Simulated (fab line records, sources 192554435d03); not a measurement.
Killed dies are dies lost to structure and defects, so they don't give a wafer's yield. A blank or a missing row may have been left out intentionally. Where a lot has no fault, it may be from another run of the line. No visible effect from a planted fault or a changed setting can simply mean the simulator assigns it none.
fab line records ; flow n5Finfet
record lots=7; wafers=21
route steps=1938 shown MIM_BOT@1833 PASSIVATION@1915
startH: hours from the record's first day to the start of the lot's first wafer shown ; waitH: time in hours since the lot's previous step ; " repeats the value in the row above ; L1.1+2: several wafers, shown together as one row ; - either no value or no given start ; * or withheld: withheld ; < > ~ a bound
route shown NAME@n: NAME is a module with steps in the file, n the number in the route of the first one ; usual: mean/standard deviation taken from wafers without a fault ; same: alike in all rows ; chamber/n: place in a boat ; sites: the reading at each site ; _std_site: standard deviation across them ; _edge_site: mean of outer sites minus mean of inner sites ; radiusMm: how far each site lies from the wafer's centre ; mask NAME#n: copy n ; behind: the tool/chamber that last shaped the wafer ; hold: cause of the lot's hold/its duration in hours/its outcome ; device: whichever transistor did not switch (one of n, p or np) ; end of line: tests run on the same wafers once the route is complete ; where a step has no rows: the recipe by itself ; killed: dies lost to structure and defects at the first sort, not the wafer's yield ; map: the dies of a wafer, with x for killed, . for not killed, _ for no die there
set.NAME: the setting the step ran with; set.NAME@STEP: the setting that earlier step ran with ; model.NAME: the simulator's own value behind a step, which no gauge read
lots run with intentionally changed settings; tables by step, rows by wafer
## steps
# step N5_MIM_BOT_SPUTTER_00
# recipe material=TiN; targetThkA=350; tempC=200; powerW=3000; chamberPressurePa=0.49996; gas=Ar; reactivePartialPa=0.37997; timeS=89.7
lot.wafer;tool;chamber;startH;waitH;set.timeS;model.TiN_of_MIM_BOT_SPUTTER_00.thkNm
L081.1;pvdSputter-01;-;308.89;0.0;89.7;34.8
L081.5+6;pvdSputter-01;-;308.89;0.0;100.4;38.6
L079.1;pvdSputter-02;-;313.10;0.0;89.7;35
L079.3;pvdSputter-02;-;313.10;0.0;89.7;35.8
L079.4;pvdSputter-02;-;313.10;0.0;89.7;35.2
L080.2+6;pvdSputter-02;-;313.40;0.0;89.7;34.4
L080.5;pvdSputter-02;-;313.40;0.0;79.79;30.8
L077.3;pvdSputter-02;-;313.62;0.0;83.21;32
L077.5;pvdSputter-02;-;313.62;0.0;83.21;32.2
L077.6;pvdSputter-02;-;313.62;0.0;89.7;34.4
L085.1;pvdSputter-02;-;334.41;0.0;89.7;35.2
L085.2;pvdSputter-02;-;334.41;0.0;100.6;40.2
L085.5;pvdSputter-02;-;334.41;0.0;100.6;39.4
L086.1+5;pvdSputter-02;-;337.94;0.0;89.7;34.6
L086.6;pvdSputter-02;-;337.94;0.0;89.7;35.6
L088.1;pvdSputter-03;-;356.62;0.0;89.7;34.4
L088.2;pvdSputter-03;-;356.62;0.0;89.7;34.6
L088.5;pvdSputter-03;-;356.62;0.0;98.77;38.4
# step N5_PASSIVATION_PECVD_53
# recipe material=SiO2; targetThkA=8000; tempC=400; precursor=TEOS/O2; pressureTorr=6.5; rfW=withheld; teosFlowSccm=withheld; gas=O2; flowSccm=2650; timeS=169.4
lot.wafer;tool;chamber;startH;waitH;set.timeS;model.SiO2_of_PASSIVATION_PECVD_53.thkNm
L081.1;pecvd-03;0;318.93;0.0;169.4;787.6
L081.5;pecvd-03;2;318.93;0.0;169.4;811.6
L081.6;pecvd-03;1;318.93;0.0;169.4;792.6
L079.1;pecvd-03;2;321.04;0.0;169.4;795.6
L079.3;pecvd-03;2;321.04;0.0;169.4;794.4
L079.4;pecvd-03;1;321.04;0.0;169.4;793.6
L077.3;pecvd-03;1;321.46;0.1;169.4;796.2
L077.5;pecvd-03;2;321.46;0.1;188.2;897.2
L077.6;pecvd-03;1;321.46;0.1;188.2;893.2
L080.2;pecvd-04;2;323.14;0.0;169.4;791.8
L080.5;pecvd-04;0;323.14;0.0;159.2;748.6
L080.6;pecvd-04;1;323.14;0.0;169.4;805.8
L085.1;pecvd-04;2;344.13;0.0;169.4;797.2
L085.2;pecvd-04;0;344.13;0.0;169.4;786.6
L085.5;pecvd-04;0;344.13;0.0;169.4;794.8
L086.1;pecvd-04;1;349.20;0.0;169.4;798
L086.5;pecvd-04;2;349.20;0.0;169.4;792.6
L086.6;pecvd-04;1;349.20;0.0;177.5;853
L088.1;pecvd-02;2;365.94;0.0;169.4;805
L088.2;pecvd-02;1;365.94;0.0;169.4;797
L088.5;pecvd-02;0;365.94;0.0;169.4;801
# step N5_PASSIVATION_PECVD_35
# recipe material=SiNx; targetThkA=7000; tempC=400; precursor=SiH4/NH3/N2; pressureTorr=4.9; rfW=1406; timeS=151.3
lot.wafer;tool;chamber;startH;waitH;set.timeS;model.SiNx_of_PASSIVATION_PECVD_35.thkNm
L081.1;pecvd-03;0;319.04;0.1;151.3;709.6
L081.5;pecvd-03;2;319.04;0.1;151.3;712.8
L081.6;pecvd-03;1;319.04;0.1;151.3;710.4
L079.1;pecvd-03;2;321.20;0.1;151.3;707.6
L079.3;pecvd-03;2;321.20;0.1;151.3;708.8
L079.4;pecvd-03;1;321.20;0.1;151.3;711.4
L077.3;pecvd-03;1;321.62;0.1;151.3;708.8
L077.5;pecvd-03;2;321.62;0.1;134.8;636.6
L077.6;pecvd-03;1;321.62;0.1;151.3;720.8
L080.2;pecvd-04;2;323.25;0.1;151.3;695
L080.5;pecvd-04;0;323.25;0.1;151.3;715.4
L080.6;pecvd-04;1;323.25;0.1;151.3;702.6
L085.1;pecvd-04;2;344.24;0.1;129.1;591
L085.2;pecvd-04;0;344.24;0.1;129.1;601
L085.5;pecvd-04;0;344.24;0.1;151.3;711.8
L086.1;pecvd-04;1;349.36;0.1;151.3;701.2
L086.5;pecvd-04;1;349.36;0.1;151.3;712.2
L086.6;pecvd-04;2;349.36;0.1;132.3;621.6
L088.1;pecvd-02;2;366.05;0.1;151.3;691.8
L088.2;pecvd-02;1;366.05;0.1;161.7;753
L088.5;pecvd-02;0;366.05;0.1;151.3;713.4
# step N5_PASSIVATION_PASS_ETCH_47
# recipe chemistry=CF4/O2; target=SiNx; targetDepthA=7700; timeS=385; ionEnergyEv=100; pressureMtorr=40; sourceW=535; biasW=49; Ar_flow_sccm=100; cf4FlowSccm=100; O2_flow_sccm=10
lot.wafer;tool;chamber;startH;waitH;set.timeS;model.etch.depthNm
L081.1;rieDiel-02;3;319.60;0.0;385;742.7
L081.5;rieDiel-02;1;319.60;0.0;385;739.5
L081.6;rieDiel-02;0;319.60;0.0;385;737.8
L079.1;rieDiel-04;1;321.81;0.0;385;764.6
L079.3;rieDiel-04;2;321.81;0.0;385;770.6
L079.4;rieDiel-04;0;321.81;0.0;385;735.2
L077.3;rieDiel-02;0;322.18;0.0;385;745.3
L077.5;rieDiel-02;2;322.18;0.0;385;764.3
L077.6;rieDiel-02;3;322.18;0.0;385;748.5
L080.2;rieDiel-02;2;323.92;0.0;385;765
L080.5;rieDiel-02;1;323.92;0.0;440.2;851.8
L080.6;rieDiel-02;0;323.92;0.0;440.2;849.3
L085.1;rieDiel-06;0;344.92;0.0;385;761.8
L085.2;rieDiel-06;3;344.92;0.0;464.3;928.6
L085.5;rieDiel-06;1;344.92;0.0;385;735.3
L086.1;rieDiel-02;3;349.97;0.0;385;730.4
L086.5;rieDiel-02;2;349.97;0.0;385;748.8
L086.6;rieDiel-02;1;349.97;0.0;330.7;639
L088.1;rieDiel-06;0;366.73;0.0;324;634.8
L088.2;rieDiel-06;3;366.73;0.0;385;756.9
L088.5;rieDiel-06;1;366.73;0.0;324;615.8
## key
split step=N5_MIM_BOT_SPUTTER_00; setting=timeS; stated=89.7; by=wafer
response step=N5_MIM_BOT_SPUTTER_00; reading=model.TiN_of_MIM_BOT_SPUTTER_00.thkNm; change=+0.348; per=1%; r=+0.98
split step=N5_PASSIVATION_PECVD_53; setting=timeS; stated=169.4; by=wafer
response step=N5_PASSIVATION_PECVD_53; reading=model.SiO2_of_PASSIVATION_PECVD_53.thkNm; change=+9.2; per=1%; r=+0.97
split step=N5_PASSIVATION_PECVD_35; setting=timeS; stated=151.3; by=wafer
response step=N5_PASSIVATION_PECVD_35; reading=model.SiNx_of_PASSIVATION_PECVD_35.thkNm; change=+7.36; per=1%; r=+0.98
split step=N5_PASSIVATION_PASS_ETCH_47; setting=timeS; stated=385; by=wafer
response step=N5_PASSIVATION_PASS_ETCH_47; reading=model.etch.depthNm; change=+7.82; per=1%; r=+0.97
